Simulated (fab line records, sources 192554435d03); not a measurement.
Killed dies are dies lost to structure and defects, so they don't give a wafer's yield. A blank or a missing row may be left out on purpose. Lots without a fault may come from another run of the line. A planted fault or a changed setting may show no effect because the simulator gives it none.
fab line records | flow n5_finfet
record lots=7 wafers=21
route steps=1938 shown HKMG_FIN@406 GATE_CUT@480 MOL_CONTACT_COAG@605 BEOL_M0_SAQP@640 BEOL_M0_CUTY@702 BEOL_M1@753
start_h: hours from the record's first day to the start of the lot's first wafer shown | wait_h: hours since the lot's step before | " the same as in the row above | L1.1+2: a row that stands for several wafers | - no value, or no start given | * or withheld: withheld | < > ~ a bound
route shown NAME@n: a module of which the file shows steps, and the number in the route of the first | usual: mean/standard deviation of fault-free wafers | same: alike in all rows | chamber/n: place in a boat | sites: the reading at each site | _std_site: their standard deviation | _edge_site: outer sites' mean less inner sites' | radius_mm: how far each site lies from the wafer's centre | mask NAME#n: copy n | behind: the tool/chamber that last shaped the wafer | hold: why the lot was held/for how many hours/how that ended | device: the transistor (n, p or np) that didn't switch | end of line: the same wafers' tests at the end of the route | a step without rows: its recipe alone | killed: dies lost to structure and defects at the first sort, not the wafer's yield | map: a wafer's dies, x killed, . not, _ none there
set.NAME: the setting as run; set.NAME@STEP: as run at that earlier step | model.NAME: the simulator's own value behind a step, which no gauge read
lots whose settings were changed on purpose; a table a step, a row a wafer
## steps
# step N5_HKMG_FIN_ETCH_58
# recipe chemistry=N2/H2 target=SOC target_depth_a=2158 ion_energy_ev=50 bias_w=13 time_s=741 pressure_mtorr=30 source_w=875 n2_flow_sccm=200 h2_flow_sccm=200
# usual rf_vpp_V=99.3/0.85
# columns lot.wafer tool chamber start_h wait_h set.source_w rf_vpp_V
L082.1 rie_diel-03 0 127.24 0.0 875 100.0
L082.4 " 0 " " 875 99.3
L082.5 " 3 " " 875 99.5
L083.1 rie_diel-01 1 132.19 0.0 875 99.6
L083.3 " 2 " " 875 99.5
L083.4 " 3 " " 800.3 102.6
L084.1 rie_diel-03 0 144.24 0.0 990.4 96.5
L084.2 " 2 " " 990.4 94.9
L084.6 " 2 " " 875 98.6
L085.1 rie_diel-06 3 150.19 0.0 875 100.4
L085.2 " 1 " " 875 99.4
L085.4 " 2 " " 875 98.5
L087.1 rie_diel-03 2 156.46 0.0 875 98.7
L087.2 " 1 " " 803.5 101.3
L087.5 " 2 " " 875 99.8
L095.1 rie_diel-01 1 198.07 0.0 875 98.8
L095.3 " 0 " " 875 97.8
L095.6 " 1 " " 875 99.2
L097.1 rie_diel-01 1 213.31 0.0 875 99.2
L097.2 " 3 " " 875 99.8
L097.4 " 2 " " 774.3 104.5
# step N5_HKMG_FIN_CVD_62
# recipe material=a-Si target_thk_a=30 temp_c=500 precursor=Si2H6 pressure_torr=1 time_s=20.8
# columns lot.wafer tool chamber start_h wait_h set.temp_c model.a-Si_of_HKMG_FIN_CVD_62.thk_nm
L082.1+4 thermal_cvd_si-01 2,0 128.69 0.2 500 3.2
L082.5 " 2 " " 500 3
L083.1+4 thermal_cvd_si-02 0,2 133.61 0.2 500 2.8
L083.3 " 2 " " 500 3
L084.1+6 thermal_cvd_si-01 1 145.68 0.2 500 3.2
L084.2 " 2 " " 520.8 5.6
L085.1+4 thermal_cvd_si-02 0 151.61 0.2 500 2.8
L085.2 " 1 " " 500 3
L087.1+2 thermal_cvd_si-02 2,0 157.89 0.2 500 3
L087.5 " 1 " " 500 3.2
L095.1+6 thermal_cvd_si-02 2,0 199.50 0.2 515.7 4.6
L095.3 " 1 " " 500 2.8
L097.1 thermal_cvd_si-02 1 214.73 0.2 500 3
L097.2 " 2 " " 500 3.4
L097.4 " 2 " " 500 3.2
# step N5_GATE_CUT_COAT_27
# recipe resist=underlayer temp_c=205 time_s=60 spin_rpm=1500 resist_thk_nm=10
# columns lot.wafer tool chamber start_h wait_h set.spin_rpm model.underlayer_of_GATE_CUT_COAT_27.thk_nm
L082.1+4+5 litho_track-03 0 - - 1500 10
L083.1+3 litho_track-02 0 - - 1553 9.8
L083.4 " 0 " " 1500 10
L084.1+2+6 litho_track-04 0 - - 1500 10
L085.1+4 litho_track-03 0 - - 1500 10
L085.2 " 0 " " 1390 10.4
L087.1+2 litho_track-03 0 - - 1500 10
L087.5 " 0 " " 1663 9.4
L095.1+3+6 litho_track-02 0 - - 1500 10
L097.1 litho_track-03 0 - - 1500 10
L097.2+4 " 0 " " 1340 10.6
# step N5_GATE_CUT_DESCUM_18
# recipe chemistry=O2 time_s=7 source_power_w=50 bias_power_w=20 pressure_mtorr=20 rf_frequency_hz=2.712e+07 temp_c=40 resist=CAR-EUV o2_flow_sccm=225
# columns lot.wafer tool chamber start_h wait_h set.time_s model.CAR-EUV_of_GATE_CUT_COAT_07.thk_nm
L082.1+4 rie_diel-04 3,1 138.71 0.4 7 26
L082.5 " 2 " " 7 25.8
L083.1 rie_diel-05 3 144.22 0.9 6.318 26.4
L083.3+4 " 1,3 " " 7 26
L084.1+2+6 rie_diel-05 3,1,1 155.62 0.0 7 26
L085.1 rie_diel-04 0 162.11 0.3 5.892 26.6
L085.2 " 3 " " 7 26
L085.4 " 2 " " 5.892 26.4
L087.1 rie_diel-05 0 167.73 0.0 7.646 25.8
L087.2 " 3 " " 7 26
L087.5 " 2 " " 7.646 25.6
L095.1 rie_diel-02 1 209.70 0.0 7 26
L095.3+6 " 0,1 " " 7 26.2
L097.1+4 rie_diel-05 1 225.69 0.0 7 26.2
L097.2 " 2 " " 7 26
# step N5_GATE_CUT_ETCH_28
# recipe chemistry=N2/H2 target=underlayer target_depth_a=130 mask_material=CAR-EUV time_s=10.4 ion_energy_ev=200 pressure_mtorr=30 source_w=840 bias_w=150 n2_flow_sccm=200 h2_flow_sccm=200 ends=cleared
# columns lot.wafer tool chamber start_h wait_h set.spin_rpm@GATE_CUT_COAT_27 model.etch.depth_nm
L082.1+4 rie_diel-04 3,1 138.75 0.0 1500 10.03
L082.5 " 2 " " 1500 10.01
L083.1 rie_diel-05 3 144.25 0.0 1553 9.77
L083.3 " 1 " " 1553 9.787
L083.4 " 3 " " 1500 10
L084.1 rie_diel-05 3 155.65 0.0 1500 9.981
L084.2 " 1 " " 1500 9.999
L084.6 " 1 " " 1500 10.01
L085.1 rie_diel-04 0 162.15 0.0 1500 10.05
L085.2 " 3 " " 1390 10.4
L085.4 " 2 " " 1500 10.04
L087.1 rie_diel-05 0 167.77 0.0 1500 9.972
L087.2 " 3 " " 1500 9.994
L087.5 " 2 " " 1663 9.492
L095.1 rie_diel-02 1 209.73 0.0 1500 9.96
L095.3 " 0 " " 1500 9.979
L095.6 " 1 " " 1500 10.01
L097.1 rie_diel-05 1 225.72 0.0 1500 9.952
L097.2 " 2 " " 1340 10.55
L097.4 " 1 " " 1340 10.58
# step N5_MOL_CONTACT_COAG_DESCUM_45
# recipe chemistry=O2 time_s=7 source_power_w=50 bias_power_w=20 pressure_mtorr=20 rf_frequency_hz=2.712e+07 temp_c=40 resist=CAR-EUV o2_flow_sccm=225
# columns lot.wafer tool chamber start_h wait_h set.time_s model.CAR-EUV_of_MOL_CONTACT_COAG_COAT_34.thk_nm
L082.1+5 rie_diel-01 0,1 152.07 0.1 7 36.2
L082.4 " 1 " " 7 36
L083.1 rie_diel-03 3 159.26 0.0 7 36
L083.3 " 1 " " 6.301 36.4
L083.4 " 0 " " 6.301 36.2
L084.1+2+6 rie_diel-03 3,2,3 172.20 0.0 7 36
L085.1+2 rie_diel-06 0,1 177.44 0.0 7 36
L085.4 " 3 " " 7.975 35.6
L087.1+2 rie_diel-01 3,2 185.38 0.1 7 35.8
L087.5 " 0 " " 7 36
L095.1 rie_diel-01 0 226.85 0.0 8.134 35.6
L095.3 " 2 " " 7 35.8
L095.6 " 2 " " 8.134 35.4
L097.1+2 rie_diel-01 2,0 241.66 0.1 5.698 36.6
L097.4 " 1 " " 7 36
# step N5_MOL_CONTACT_COAG_ETCH_67
# recipe chemistry=N2/H2 target=SOC target_depth_a=600 overetch_a=210 mask_material=SiARC temp_c=40 time_s=101.2 ion_energy_ev=200 pressure_mtorr=30 source_w=840 bias_w=150 n2_flow_sccm=200 h2_flow_sccm=200
# usual rf_vpp_V=524.1/2.1
# columns lot.wafer tool chamber start_h wait_h set.source_w rf_vpp_V
L082.1 rie_diel-03 1 152.46 0.0 840 524.0
L082.4 " 3 " " 840 521.4
L082.5 " 1 " " 840 524.6
L083.1 rie_diel-01 0 159.81 0.0 840 526.5
L083.3 " 2 " " 773.7 539.5
L083.4 " 1 " " 840 520.6
L084.1 rie_diel-06 2 172.60 0.0 703.4 555.8
L084.2 " 3 " " 840 524.6
L084.6 " 1 " " 703.4 559.0
L085.1 rie_diel-06 0 177.80 0.0 792.4 537.4
L085.2 " 3 " " 840 524.6
L085.4 " 1 " " 840 525.1
L087.1 rie_diel-01 1 185.80 0.0 840 519.6
L087.2 " 2 " " 840 524.0
L087.5 " 0 " " 840 527.1
L095.1 rie_diel-03 3 227.20 0.0 840 521.6
L095.3 " 1 " " 840 525.1
L095.6 " 3 " " 840 520.5
L097.1 rie_diel-06 0 242.13 0.0 840 527.0
L097.2 " 3 " " 840 524.4
L097.4 " 2 " " 840 523.4
# step N5_BEOL_M0_SAQP_HM_DEP_111
# recipe material=SiO2 target_thk_a=120 temp_c=400 precursor=SiH4/N2O pressure_torr=0.75 rf_w=275 time_s=7.2
# columns lot.wafer tool chamber start_h wait_h set.time_s model.SiO2_of_BEOL_M0_SAQP_HM_DEP_111.thk_nm
L082.1 pecvd-02 0 160.19 0.0 7.2 12.2
L082.4 " 0 " " 7.2 12.4
L082.5 " 2 " " 7.2 12
L083.1 pecvd-04 0 165.50 0.0 6.165 10.8
L083.3 " 1 " " 6.165 10.4
L083.4 " 0 " " 7.2 12.8
L084.1 pecvd-02 1 178.91 0.0 7.2 11.8
L084.2 " 0 " " 7.2 12
L084.6 " 1 " " 6.729 11.2
L085.1+4 pecvd-02 0,1 184.55 0.0 7.2 12.2
L085.2 " 1 " " 7.2 11.8
L087.1+2 pecvd-02 1,0 191.41 0.0 7.2 12.2
L087.5 " 0 " " 7.2 12.4
L095.1+3 pecvd-01 1,2 234.89 0.0 7.2 11.8
L095.6 " 2 " " 7.2 12.2
L097.1+4 pecvd-04 0 247.34 0.0 7.2 12.4
L097.2 " 2 " " 7.2 12.2
# step N5_BEOL_M0_SAQP_DEVELOP_13
# recipe develop_time_s=30 developer=TMAH resist=CAR-ArF dev_temp_c=23 rinse_liquid=diw dry=air_spin
# columns lot.wafer tool chamber start_h wait_h set.develop_time_s
L082.1+4+5 litho_track-02 0 - - 30
L083.1 litho_track-04 0 - - 30
L083.3+4 " 0 " " 33.09
L084.1+2+6 litho_track-05 0 - - 32.91
L085.1 litho_track-04 0 - - 26.01
L085.2+4 " 0 " " 30
L087.1+5 litho_track-05 0 - - 30
L087.2 " 0 " " 25.47
L095.1+3+6 litho_track-05 0 - - 30
L097.1 litho_track-02 0 - - 30
L097.2+4 " 0 " " 35.5
# step N5_BEOL_M0_SAQP_ETCH_84
# recipe chemistry=N2/H2 target=SOC target_depth_a=1000 overetch_a=200 mask_material=SiARC temp_c=40 time_s=150 ion_energy_ev=200 pressure_mtorr=30 source_w=840 bias_w=150 n2_flow_sccm=200 h2_flow_sccm=200
# step N5_BEOL_M0_SAQP_STRIP_80
# recipe chemistry=N2/H2 temp_c=40 n2_flow_sccm=200 h2_flow_sccm=200 rf_frequency_hz=6e+07
# step N5_BEOL_M0_SAQP_HM_OPEN_112
# recipe chemistry=CHF3/O2 target=SiO2 stop_on=a-Si target_depth_a=120 over_etch_frac=1.25 mask_material=SOC time_s=13.5 pressure_mtorr=30 source_w=650 bias_w=170 Ar_flow_sccm=200 CHF3_flow_sccm=50 O2_flow_sccm=5 ion_energy_ev=200 ends=end_point
# columns lot.wafer tool chamber start_h wait_h set.time_s@BEOL_M0_SAQP_HM_DEP_111 model.etch.depth_nm
L082.1 rie_diel-05 2 161.06 0.0 7.2 12.18
L082.4 " 3 " " 7.2 12.43
L082.5 " 0 " " 7.2 12.09
L083.1 rie_diel-02 2 166.23 0.0 6.165 10.76
L083.3 " 0 " " 6.165 10.49
L083.4 " 1 " " 7.2 12.73
L084.1 rie_diel-04 3 179.94 0.0 7.2 11.78
L084.2 " 2 " " 7.2 11.91
L084.6 " 3 " " 6.729 11.15
L085.1 rie_diel-05 0 185.15 0.0 7.2 12.1
L085.2 " 3 " " 7.2 11.87
L085.4 " 2 " " 7.2 12.29
L087.1 rie_diel-04 2 192.13 0.0 7.2 12.16
L087.2 " 3 " " 7.2 12.11
L087.5 " 2 " " 7.2 12.42
L095.1 rie_diel-02 1 235.61 0.0 7.2 11.89
L095.3 " 3 " " 7.2 11.8
L095.6 " 1 " " 7.2 12.19
L097.1 rie_diel-02 0 248.09 0.0 7.2 12.37
L097.2 " 3 " " 7.2 12.13
L097.4 " 1 " " 7.2 12.46
# step N5_BEOL_M0_SAQP_CUT_ETCH_46
# recipe chemistry=N2/H2 target=SOC target_depth_a=1350 overetch_a=270 temp_c=40 time_s=202.5 ion_energy_ev=200 mask_material=SiARC pressure_mtorr=30 source_w=840 bias_w=150 n2_flow_sccm=200 h2_flow_sccm=200
# usual rf_vpp_V=524.5/2.7
# columns lot.wafer tool chamber start_h wait_h set.source_w rf_vpp_V
L082.1 rie_diel-02 3 165.68 0.0 840 528.6
L082.4 " 0 " " 840 521.6
L082.5 " 2 " " 840 523.5
L083.1 rie_diel-02 3 170.16 0.0 905.8 515.9
L083.3 " 1 " " 840 525.5
L083.4 " 0 " " 905.8 509.8
L084.1 rie_diel-05 2 184.43 0.0 840 522.2
L084.2 " 3 " " 978 496.9
L084.6 " 0 " " 840 525.3
L085.1 rie_diel-02 2 189.58 0.0 840 523.7
L085.2 " 1 " " 840 527.0
L085.4 " 0 " " 840 522.3
L087.1 rie_diel-04 3 198.53 0.0 840 524.3
L087.2 " 2 " " 800.9 533.3
L087.5 " 1 " " 840 520.7
L095.1 rie_diel-02 3 242.75 0.0 840 528.5
L095.3 " 2 " " 840 523.1
L095.6 " 1 " " 840 526.4
L097.1 rie_diel-04 2 251.80 0.0 784.1 537.0
L097.2 " 0 " " 840 529.1
L097.4 " 1 " " 840 520.4
# step N5_BEOL_M0_CUTY_COAT_51
# recipe resist=CAR-ArF-block spin_rpm=1500 resist_thk_nm=150
# columns lot.wafer tool chamber start_h wait_h set.spin_rpm model.CAR-ArF-block_of_BEOL_M0_CUTY_COAT_51.thk_nm
L082.1 litho_track-03 0 - - 1500 150
L082.4 " 0 " " 1500 149.8
L082.5 " 0 " " 1500 149.6
L083.1 litho_track-02 0 - - 1500 150.6
L083.3 " 0 " " 1418 154
L083.4 " 0 " " 1500 150.4
L084.1 litho_track-02 0 - - 1500 150.6
L084.2 " 0 " " 1500 149.8
L084.6 " 0 " " 1500 150.4
L085.1 litho_track-02 0 - - 1500 151
L085.2 " 0 " " 1500 151.2
L085.4 " 0 " " 1500 150.4
L087.1 litho_track-02 0 - - 1435 153.4
L087.2+5 " 0 " " 1500 150
L095.1 litho_track-02 0 - - 1500 151.2
L095.3 " 0 " " 1500 150.6
L095.6 " 0 " " 1500 150.4
L097.1 litho_track-01 0 - - 1500 150
L097.2 " 0 " " 1500 149.6
L097.4 " 0 " " 1500 149.8
# step N5_BEOL_M0_CUTY_EBR_52
# recipe solvent=PGMEA ebr_width_mm=1.5
# step N5_BEOL_M0_CUTY_SOFTBAKE_53
# recipe temp_c=110 time_s=60 resist=CAR-ArF-block
# step N5_BEOL_M0_CUTY_EXPOSE_54
# recipe mask_id=M0_ABLK na=1.35 source_shape=conventional sigma_outer=0.8 polarization=unpolarized dose_mj=36
# step N5_BEOL_M0_CUTY_PEB_55
# recipe peb_temp_c=110 peb_time_s=60 resist=CAR-ArF-block
# step N5_BEOL_M0_CUTY_DEVELOP_56
# recipe develop_time_s=30 developer=TMAH resist=CAR-ArF-block rinse_liquid=diw dry=air_spin dev_temp_c=23
# columns lot.wafer tool chamber start_h wait_h set.spin_rpm@BEOL_M0_CUTY_COAT_51 model.CAR-ArF-block_of_BEOL_M0_CUTY_COAT_51.thk_nm
L082.1 litho_track-01 0 - - 1500 148.2
L082.4+5 " 0 " " 1500 148
L083.1 litho_track-02 0 - - 1500 148.8
L083.3 " 0 " " 1418 152.4
L083.4 " 0 " " 1500 148.6
L084.1 litho_track-03 0 - - 1500 148.8
L084.2 " 0 " " 1500 148.2
L084.6 " 0 " " 1500 148.6
L085.1+2 litho_track-03 0 - - 1500 149.4
L085.4 " 0 " " 1500 148.6
L087.1 litho_track-02 0 - - 1435 151.6
L087.2 " 0 " " 1500 148.2
L087.5 " 0 " " 1500 148.4
L095.1 litho_track-01 0 - - 1500 149.6
L095.3 " 0 " " 1500 149
L095.6 " 0 " " 1500 148.6
L097.1+4 litho_track-01 0 - - 1500 148.2
L097.2 " 0 " " 1500 147.8
# step N5_BEOL_M0_CUTY_DESCUM_61
# recipe chemistry=O2 time_s=7.9 source_power_w=50 bias_power_w=20 pressure_mtorr=20 rf_frequency_hz=2.712e+07 temp_c=40 resist=CAR-ArF-block o2_flow_sccm=225
# columns lot.wafer tool chamber start_h wait_h set.spin_rpm@BEOL_M0_CUTY_COAT_51 model.CAR-ArF-block_of_BEOL_M0_CUTY_COAT_51.thk_nm
L082.1 rie_diel-06 1 167.45 0.1 1500 143.4
L082.4+5 " 2,3 " " 1500 143.2
L083.1 rie_diel-01 1 171.47 0.2 1500 144.2
L083.3 " 3 " " 1418 147.4
L083.4 " 2 " " 1500 143.8
L084.1 rie_diel-03 3 185.61 0.0 1500 144.2
L084.2 " 0 " " 1500 143.2
L084.6 " 3 " " 1500 143.8
L085.1 rie_diel-01 3 191.21 0.2 1500 144.4
L085.2 " 0 " " 1500 144.8
L085.4 " 1 " " 1500 144
L087.1 rie_diel-03 1 199.71 0.0 1435 146.8
L087.2 " 2 " " 1500 143.6
L087.5 " 1 " " 1500 143.4
L095.1 rie_diel-03 3 244.26 0.0 1500 144.8
L095.3 " 2 " " 1500 144.2
L095.6 " 0 " " 1500 143.6
L097.1+4 rie_diel-01 2,1 253.01 0.0 1500 143.4
L097.2 " 3 " " 1500 142.8
# step N5_BEOL_M0_CUTY_ETCH_62
# recipe chemistry=CF4 target=SiARC mask_material=CAR-ArF-block time_s=58.5 ion_energy_ev=80 pressure_mtorr=40 source_w=545 bias_w=36 Ar_flow_sccm=100 cf4_flow_sccm=100 ends=cleared
# columns lot.wafer tool chamber start_h wait_h set.spin_rpm@BEOL_M0_CUTY_COAT_51 model.CAR-ArF-block_of_BEOL_M0_CUTY_COAT_51.thk_nm
L082.1 rie_diel-06 1 167.49 0.0 1500 118.4
L082.4+5 " 2,3 " " 1500 118.2
L083.1 rie_diel-01 1 171.50 0.0 1500 119
L083.3 " 3 " " 1418 122.2
L083.4 " 2 " " 1500 118.8
L084.1 rie_diel-03 3 185.65 0.0 1500 119
L084.2 " 0 " " 1500 118
L084.6 " 3 " " 1500 118.8
L085.1 rie_diel-01 3 191.25 0.0 1500 119.4
L085.2 " 0 " " 1500 119.6
L085.4 " 1 " " 1500 118.8
L087.1 rie_diel-03 1 199.74 0.0 1435 121.8
L087.2+5 " 2,1 " " 1500 118.4
L095.1 rie_diel-03 3 244.29 0.0 1500 119.8
L095.3 " 2 " " 1500 119
L095.6 " 0 " " 1500 118.6
L097.1 rie_diel-01 2 253.04 0.0 1500 118.4
L097.2 " 3 " " 1500 117.8
L097.4 " 1 " " 1500 118.2
# step N5_BEOL_M1_PECVD_72
# recipe material=SiO2 target_thk_a=160 temp_c=400 precursor=TEOS/O2 pressure_torr=5.5 rf_w=450 teos_flow_sccm=53.8 gas=O2 flow_sccm=3000 time_s=18
# columns lot.wafer tool chamber start_h wait_h set.time_s model.SiO2_of_BEOL_M1_PECVD_72.thk_nm
L082.1 pecvd-02 1 174.09 0.0 18 15.8
L082.4+5 " 2,0 " " 18 16
L083.1 pecvd-03 0 176.56 0.0 17.25 15.2
L083.3 " 2 " " 18 15.8
L083.4 " 2 " " 18 16.2
L084.1 pecvd-03 1 192.59 0.0 18 15.8
L084.2 " 0 " " 18 15.6
L084.6 " 1 " " 18 16
L085.1 pecvd-04 2 196.17 0.0 19.84 17.4
L085.2 " 0 " " 18 16.2
L085.4 " 0 " " 19.84 18
L087.1+5 pecvd-03 0 212.32 0.0 15.91 14
L087.2 " 1 " " 18 15.8
L095.1 pecvd-02 0 254.06 0.0 18 16
L095.3+6 " 1,2 " " 17.21 15.4
L097.1 pecvd-02 0 260.88 0.0 16.14 13.8
L097.2 " 2 " " 18 15.4
L097.4 " 0 " " 16.14 14.4
## key
split step=N5_HKMG_FIN_ETCH_58 setting=source_w stated=875 by=wafer
response step=N5_HKMG_FIN_ETCH_58 reading=rf_vpp_V change=-0.314 per=1% r=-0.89
split step=N5_HKMG_FIN_CVD_62 setting=temp_c stated=500 by=wafer
response step=N5_HKMG_FIN_CVD_62 reading=model.a-Si_of_HKMG_FIN_CVD_62.thk_nm change=+0.576 per=1% r=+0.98
split step=N5_GATE_CUT_COAT_27 setting=spin_rpm stated=1500 by=wafer
response step=N5_GATE_CUT_COAT_27 reading=model.underlayer_of_GATE_CUT_COAT_27.thk_nm change=-0.0555 per=1% r=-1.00
response step=N5_GATE_CUT_ETCH_28 reading=model.etch.depth_nm change=-0.0512 per=1% r=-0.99
split step=N5_GATE_CUT_DESCUM_18 setting=time_s stated=7 by=wafer
response step=N5_GATE_CUT_DESCUM_18 reading=model.CAR-EUV_of_GATE_CUT_COAT_07.thk_nm change=-0.0339 per=1% r=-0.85
split step=N5_MOL_CONTACT_COAG_DESCUM_45 setting=time_s stated=7 by=wafer
response step=N5_MOL_CONTACT_COAG_DESCUM_45 reading=model.CAR-EUV_of_MOL_CONTACT_COAG_COAT_34.thk_nm change=-0.0273 per=1% r=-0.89
split step=N5_MOL_CONTACT_COAG_ETCH_67 setting=source_w stated=840 by=wafer
response step=N5_MOL_CONTACT_COAG_ETCH_67 reading=rf_vpp_V change=-2.04 per=1% r=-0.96
split step=N5_BEOL_M0_SAQP_HM_DEP_111 setting=time_s stated=7.2 by=wafer
response step=N5_BEOL_M0_SAQP_HM_DEP_111 reading=model.SiO2_of_BEOL_M0_SAQP_HM_DEP_111.thk_nm change=+0.145 per=1% r=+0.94
response step=N5_BEOL_M0_SAQP_HM_OPEN_112 reading=model.etch.depth_nm change=+0.14 per=1% r=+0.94
split step=N5_BEOL_M0_SAQP_DEVELOP_13 setting=develop_time_s stated=30 by=wafer
response none clear
split step=N5_BEOL_M0_SAQP_CUT_ETCH_46 setting=source_w stated=840 by=wafer
response step=N5_BEOL_M0_SAQP_CUT_ETCH_46 reading=rf_vpp_V change=-1.69 per=1% r=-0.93
split step=N5_BEOL_M0_CUTY_COAT_51 setting=spin_rpm stated=1500 by=wafer
response step=N5_BEOL_M0_CUTY_COAT_51 reading=model.CAR-ArF-block_of_BEOL_M0_CUTY_COAT_51.thk_nm change=-0.696 per=1% r=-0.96
response step=N5_BEOL_M0_CUTY_DEVELOP_56 reading=model.CAR-ArF-block_of_BEOL_M0_CUTY_COAT_51.thk_nm change=-0.71 per=1% r=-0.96
response step=N5_BEOL_M0_CUTY_DESCUM_61 reading=model.CAR-ArF-block_of_BEOL_M0_CUTY_COAT_51.thk_nm change=-0.676 per=1% r=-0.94
response step=N5_BEOL_M0_CUTY_ETCH_62 reading=model.CAR-ArF-block_of_BEOL_M0_CUTY_COAT_51.thk_nm change=-0.673 per=1% r=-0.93
split step=N5_BEOL_M1_PECVD_72 setting=time_s stated=18 by=wafer
response step=N5_BEOL_M1_PECVD_72 reading=model.SiO2_of_BEOL_M1_PECVD_72.thk_nm change=+0.145 per=1% r=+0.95
